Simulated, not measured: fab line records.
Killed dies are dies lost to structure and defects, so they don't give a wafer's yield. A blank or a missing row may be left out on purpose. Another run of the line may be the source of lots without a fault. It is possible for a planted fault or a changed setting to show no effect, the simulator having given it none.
Which tool did it? | flow nand_harc | Sampling: 12 lots, 36 wafers, 5 of 1159 route steps

## WHAT EACH GAUGE READ, for each wafer
NHARC_A_CONTACT_CD_MEAS_08: the cd target is 100 nm.
lot  | measured     | on        | cd_nm (nm)
L075 | day 17 14:28 | cd_sem-02 | 99.5 100.4 99.5
L077 | day 17 23:35 | cd_sem-03 | 101.5 99.9 100.4
L078 | day 18 09:45 | cd_sem-02 | 100.6 100.6 99.2
L082 | day 19 12:02 | cd_sem-03 | 99.2 99.9 99.4
L080 | day 19 20:08 | cd_sem-02 | 99.9 99.9 100.6
L085 | day 20 06:57 | cd_sem-03 | 100.7 100.1 100.0
L087 | day 21 09:02 | cd_sem-03 | 100.0 99.1 99.5
L088 | day 21 14:56 | cd_sem-01 | 100.4 100.9 100.0
L090 | day 22 02:00 | cd_sem-02 | 102.0 101.4 100.6
L094 | day 22 12:48 | cd_sem-03 | 100.3 101.0 100.7
L093 | day 22 15:39 | cd_sem-03 | 101.1 101.1 99.8
L097 | day 23 03:55 | cd_sem-01 | 99.8 100.0 100.0

## WHICH TOOL RAN EACH LOT (tool, then ch and the chambers of the sampled wafers, then the start)
lot  | NHARC_A_CONTACT_ETCH_130             | NHARC_A_CONTACT_ETCH_91            | NHARC_A_CONTACT_DEP_84        | NHARC_A_CONTACT_DEP_85
L075 | har_cap_etch-01 ch 0, day 17 09:31   | rie_diel-13 ch 0,1,3, day 17 10:31 | acl_dep-02 ch 0, day 17 12:41 | pecvd-04 ch 0,2, day 17 13:44
L077 | har_cap_etch-01 ch 1, day 17 19:00   | rie_diel-06 ch 1,3, day 17 19:58   | acl_dep-02 ch 0, day 17 21:49 | pecvd-03 ch 0,1, day 17 22:52
L078 | har_cap_etch-01 ch 0,1, day 18 05:29 | rie_diel-13 ch 0,1,3, day 18 06:29 | acl_dep-01 ch 0, day 18 07:38 | pecvd-01 ch 1,2, day 18 08:57
L082 | har_cap_etch-02 ch 0,1, day 19 07:33 | rie_diel-06 ch 0,2,3, day 19 08:32 | acl_dep-02 ch 0, day 19 10:02 | pecvd-01 ch 0,2, day 19 11:19
L080 | har_cap_etch-01 ch 0,1, day 19 15:12 | rie_diel-06 ch 0,3, day 19 16:13   | acl_dep-03 ch 0, day 19 18:09 | pecvd-03 ch 0,1,2, day 19 19:26
L085 | har_cap_etch-02 ch 0,1, day 20 02:53 | rie_diel-06 ch 0,1,3, day 20 03:54 | acl_dep-02 ch 0, day 20 05:04 | pecvd-01 ch 0,1, day 20 06:22
L087 | har_cap_etch-03 ch 0,1, day 20 23:35 | rie_diel-13 ch 1,2,3, day 21 00:37 | acl_dep-03 ch 0, day 21 07:21 | pecvd-01 ch 1,2, day 21 08:26
L088 | har_cap_etch-03 ch 0,1, day 21 07:11 | rie_diel-13 ch 1,2,3, day 21 08:23 | acl_dep-03 ch 0, day 21 12:59 | pecvd-04 ch 1,2, day 21 14:18
L090 | har_cap_etch-02 ch 0,1, day 21 21:23 | rie_diel-06 ch 0,1,3, day 21 22:22 | acl_dep-02 ch 0, day 22 00:01 | pecvd-03 ch 0,2, day 22 01:26
L094 | har_cap_etch-03 ch 0,1, day 22 07:02 | rie_diel-06 ch 1,2,3, day 22 08:16 | acl_dep-02 ch 0, day 22 10:50 | pecvd-01 ch 0,2, day 22 12:05
L093 | har_cap_etch-02 ch 0,1, day 22 11:38 | rie_diel-06 ch 0,1, day 22 12:37   | acl_dep-03 ch 0, day 22 13:58 | pecvd-01 ch 0,1,2, day 22 15:02
L097 | har_cap_etch-03 ch 0,1, day 22 22:14 | rie_diel-13 ch 0,3, day 22 23:14   | acl_dep-01 ch 0, day 23 02:07 | pecvd-01 ch 0,1,2, day 23 03:14
- NHARC_A_CONTACT_ETCH_130: etches the open film in C4F8/O2/Ar, time 155 s, target depth 956 nm.
- NHARC_A_CONTACT_ETCH_91: etches the open film in CH3F/O2, target depth 40 nm, time 85.7 s.
- NHARC_A_CONTACT_DEP_84: deposits aC, target thk 2000 nm.
- NHARC_A_CONTACT_DEP_85: deposits SiON, target thk 50 nm.

## THE ANSWER, worked out from the rows above alone
Rule: the lots themselves supply what counts as usual. The widest of any qualifying gaps counts: lots, ordered by their means at a reading, are off when they make up no more than a third of the lots, leave a main group of 4 or more, and stand apart from it by 3 or more times the standard deviation of that group's means. If all means in a main group match to the digits the tables above print for the reading, that group is not used. Also off: a lot with no number at a reading for which 4 or more lots have one. Where the step has rows for the other lots, those lots are counted as sound.
No lot is off at any reading shown: from this, nothing can be told.

## WHAT WAS PUT IN BY THE SIMULATOR
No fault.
